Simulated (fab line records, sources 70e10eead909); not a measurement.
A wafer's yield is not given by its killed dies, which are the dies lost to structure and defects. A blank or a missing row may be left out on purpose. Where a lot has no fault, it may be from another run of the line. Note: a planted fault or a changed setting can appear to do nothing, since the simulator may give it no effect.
2 desks, one fault -- flow nandHarc -- each desk holds nothing but its own numbers, with what lay behind them at the end

== AT THE METROLOGY DESK ==
What the gauges read for every lot (on any tool): the sampled wafers with a number, averaged. If a lot's mean is further than 4 standard deviations from the usual mean, the lot is out of limits and carries the mark OUT (the distance appears in the brackets).
Columns: A = trenchDepthNm at NHARC_P_STI_OCD_MEAS_17, usual 300 nm; B = trenchFootCdNm at NHARC_P_STI_OCD_MEAS_17, usual 158 nm
lot,first seen here,A,B
L999,day 2 23:35,302,159
L100,day 3 08:26,296,157
L103,day 4 14:04,299,158
L105,day 5 09:01,301,163
L107,day 6 03:53,298,156
L108,day 6 16:35,296,155
L112,day 8 11:30,303,155
L116,day 9 21:42,298,164
L117,day 10 10:23,298,155
L118,day 10 20:57,305,154
L119,day 11 06:06,299,157
L120,day 11 13:53,305,162
Result from this desk: across the 12 lots, nothing is out of limits.

== THE DEFECT DESK ==
Counts from the inspections along the route, per lot, as means over the sampled wafers that have a number. If a lot's mean is further than 4 standard deviations from the usual mean, the lot is out of limits and carries the mark OUT (the distance appears in the brackets).
Columns: A = rawDefectCount at NHARC_P_STI_INSPECT_25, usual 207; B = rawDefectCount at NHARC_P_GATE_INSPECT_28, usual 6.2
lot,first seen here,A,B
L999,day 4 02:32,207,12.3
L100,day 4 10:36,191,7.7
L103,day 5 15:58,99,7.0
L105,day 6 11:44,229,4.7
L107,day 7 09:46,499,328.0 (+99 or more) OUT
L108,day 7 20:32,507 (+4.0) OUT,337.7 (+99 or more) OUT
L112,day 10 00:25,116,3.3
L116,day 11 02:16,299,5.7
L117,day 11 18:41,183,3.7
L118,day 11 23:41,321,3.3
L119,day 12 09:46,252,8.7
L120,day 12 17:56,195,2.7
This desk's verdict: out of limits on L107, L108, starting with L108 at day 7 20:32 (rawDefectCount at NHARC_P_STI_INSPECT_25). L999, L100, L103, L105, L112, L116, L117, L118, L119, L120: within limits.

== PUT TOGETHER ==
The defect desk could have raised an alarm at day 7 20:32, on L107, L108.
Nothing out of limits was seen by the metrology desk.
The metrology desk holds a record of L107, L108, inside its limits.
The lots listed all ran NHARC_P_STI_ETCH_36 on wetBench-06.

== WHAT THE SIMULATOR HAD INSERTED ==
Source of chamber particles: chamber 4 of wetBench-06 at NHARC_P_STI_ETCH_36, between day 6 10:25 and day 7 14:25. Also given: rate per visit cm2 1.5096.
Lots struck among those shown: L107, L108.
Hours from the fault's start to each desk's first reading out of limits: the defect desk, 34.
